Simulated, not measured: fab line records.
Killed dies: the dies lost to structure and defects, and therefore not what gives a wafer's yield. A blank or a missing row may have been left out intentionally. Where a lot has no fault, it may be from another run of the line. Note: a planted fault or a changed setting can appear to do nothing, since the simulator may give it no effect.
Which of the tools did it? || flow nand-harc || 39 wafers from 13 lots sampled at 3 of the route's 1302 steps

== WHAT THE GAUGES SHOWED, per wafer ==
NHARC_P_GATE_CD_MEAS_33.
{"lot": "L518", "measured": "day 5 01:30", "on": "cd-sem-01", "cd-nm (nm)": "119.0 121.6 119.8"}
{"lot": "L519", "measured": "day 5 11:59", "on": "cd-sem-02", "cd-nm (nm)": "116.8 123.0 119.7"}
{"lot": "L521", "measured": "day 6 02:15", "on": "cd-sem-01", "cd-nm (nm)": "116.5 121.8 120.0"}
{"lot": "L522", "measured": "day 6 20:48", "on": "cd-sem-01", "cd-nm (nm)": "121.5 116.0 122.4"}
{"lot": "L523", "measured": "day 7 02:20", "on": "cd-sem-01", "cd-nm (nm)": "123.9 117.6 119.1"}
{"lot": "L524", "measured": "day 7 13:42", "on": "cd-sem-01", "cd-nm (nm)": "116.6 119.6 119.4"}
{"lot": "L525", "measured": "day 7 18:27", "on": "cd-sem-01", "cd-nm (nm)": "124.6 122.4 121.8"}
{"lot": "L528", "measured": "day 9 09:29", "on": "cd-sem-01", "cd-nm (nm)": "118.4 120.9 117.6"}
{"lot": "L530", "measured": "day 10 02:43", "on": "cd-sem-02", "cd-nm (nm)": "121.9 118.2 121.2"}
{"lot": "L532", "measured": "day 11 06:17", "on": "cd-sem-02", "cd-nm (nm)": "121.8 117.2 115.6"}
{"lot": "L535", "measured": "day 12 07:35", "on": "cd-sem-03", "cd-nm (nm)": "118.9 117.7 121.4"}
{"lot": "L536", "measured": "day 12 09:45", "on": "cd-sem-02", "cd-nm (nm)": "120.7 119.5 119.4"}
{"lot": "L541", "measured": "day 14 21:39", "on": "cd-sem-02", "cd-nm (nm)": "120.3 124.7 121.3"}

NHARC_P_GATE_CD_MEAS_91: the cd target is 2000 nm.
{"lot": "L518", "measured": "day 5 15:55", "on": "cd-sem-03", "cd-nm (nm)": "2000.2 2002.6 2003.5"}
{"lot": "L519", "measured": "day 6 02:11", "on": "cd-sem-03", "cd-nm (nm)": "2003.8 2000.8 2001.6"}
{"lot": "L521", "measured": "day 6 16:43", "on": "cd-sem-02", "cd-nm (nm)": "1998.7 1999.5 2000.0"}
{"lot": "L522", "measured": "day 7 11:06", "on": "cd-sem-01", "cd-nm (nm)": "2000.2 2002.7 2002.1"}
{"lot": "L523", "measured": "day 7 16:47", "on": "cd-sem-03", "cd-nm (nm)": "2002.9 1999.5 1997.4"}
{"lot": "L524", "measured": "day 8 04:04", "on": "cd-sem-01", "cd-nm (nm)": "2001.6 2000.8 1998.7"}
{"lot": "L525", "measured": "day 8 08:58", "on": "cd-sem-01", "cd-nm (nm)": "1998.6 1999.9 1999.7"}
{"lot": "L528", "measured": "day 9 23:54", "on": "cd-sem-02", "cd-nm (nm)": "1998.0 2001.3 1999.2"}
{"lot": "L530", "measured": "day 10 17:25", "on": "cd-sem-01", "cd-nm (nm)": "1996.8 1999.4 1999.1"}
{"lot": "L532", "measured": "day 11 20:30", "on": "cd-sem-03", "cd-nm (nm)": "2068.8 2065.4 2066.9"}
{"lot": "L535", "measured": "day 12 22:02", "on": "cd-sem-02", "cd-nm (nm)": "1998.3 1999.7 1998.9"}
{"lot": "L536", "measured": "day 12 23:58", "on": "cd-sem-03", "cd-nm (nm)": "1998.1 2000.5 2002.4"}
{"lot": "L541", "measured": "day 15 12:08", "on": "cd-sem-03", "cd-nm (nm)": "2000.6 2002.1 2003.8"}

== TOOL THAT RAN EACH LOT (tool first, then ch and the chambers of the sampled wafers, then the start) ==
{"lot": "L518", "NHARC_P_GATE_EXPOSE_88": "krf-scanner-04 ch 0, day 5 15:46"}
{"lot": "L519", "NHARC_P_GATE_EXPOSE_88": "krf-scanner-04 ch 0, day 6 02:02"}
{"lot": "L521", "NHARC_P_GATE_EXPOSE_88": "krf-scanner-01 ch 0, day 6 16:34"}
{"lot": "L522", "NHARC_P_GATE_EXPOSE_88": "krf-scanner-03 ch 0, day 7 10:57"}
{"lot": "L523", "NHARC_P_GATE_EXPOSE_88": "krf-scanner-03 ch 0, day 7 16:38"}
{"lot": "L524", "NHARC_P_GATE_EXPOSE_88": "krf-scanner-01 ch 0, day 8 03:55"}
{"lot": "L525", "NHARC_P_GATE_EXPOSE_88": "krf-scanner-01 ch 0, day 8 08:49"}
{"lot": "L528", "NHARC_P_GATE_EXPOSE_88": "krf-scanner-01 ch 0, day 9 23:44"}
{"lot": "L530", "NHARC_P_GATE_EXPOSE_88": "krf-scanner-04 ch 0, day 10 17:16"}
{"lot": "L532", "NHARC_P_GATE_EXPOSE_88": "krf-scanner-04 ch 0, day 11 20:21"}
{"lot": "L535", "NHARC_P_GATE_EXPOSE_88": "krf-scanner-03 ch 0, day 12 21:52"}
{"lot": "L536", "NHARC_P_GATE_EXPOSE_88": "krf-scanner-01 ch 0, day 12 23:47"}
{"lot": "L541", "NHARC_P_GATE_EXPOSE_88": "krf-scanner-04 ch 0, day 15 11:59"}
- NHARC_P_GATE_EXPOSE_88: exposes mask P HVN, target cd 2000 nm.

== AS READ BY THE TOOLS THEMSELVES (means over the sampled wafers that have a number; for cases with no such wafer, the mark the record gives instead) ==
The record holds no such reading with a usual standard deviation.

== THE ANSWER, worked out from the rows above alone ==
Rule: usual is defined by the lots themselves. The widest of any qualifying gaps counts: lots, ordered by their means at a reading, are off when they make up no more than a third of the lots, leave a main group of 4 or more, and stand apart from it by 3 or more times the standard deviation of that group's means. Not used: any main group whose means are identical at the precision the tables above print for the reading. A lot without any number at a reading at which 4 lots or more have one is off too. The other lots that the step has rows for count as sound. First the gauges in route order, then the tools' own readings, where a lot's mean is used as printed above. The first step at which some lot is off is used, and at that step the reading that is off furthest; a lot without a number counts as furthest.
Off, at NHARC_P_GATE_CD_MEAS_91 on cd-nm: L532. Mean 2000.4 nm and standard deviation 1.3 in the main group.
A tool fits if, at a process step before that reading, it ran every lot that is off, and no sound lot after the first of them. Those tools and the gauges at NHARC_P_GATE_CD_MEAS_91 are tried in the same way. Not one of the candidates tried fits.

== WHAT THE SIMULATOR PUT IN ==
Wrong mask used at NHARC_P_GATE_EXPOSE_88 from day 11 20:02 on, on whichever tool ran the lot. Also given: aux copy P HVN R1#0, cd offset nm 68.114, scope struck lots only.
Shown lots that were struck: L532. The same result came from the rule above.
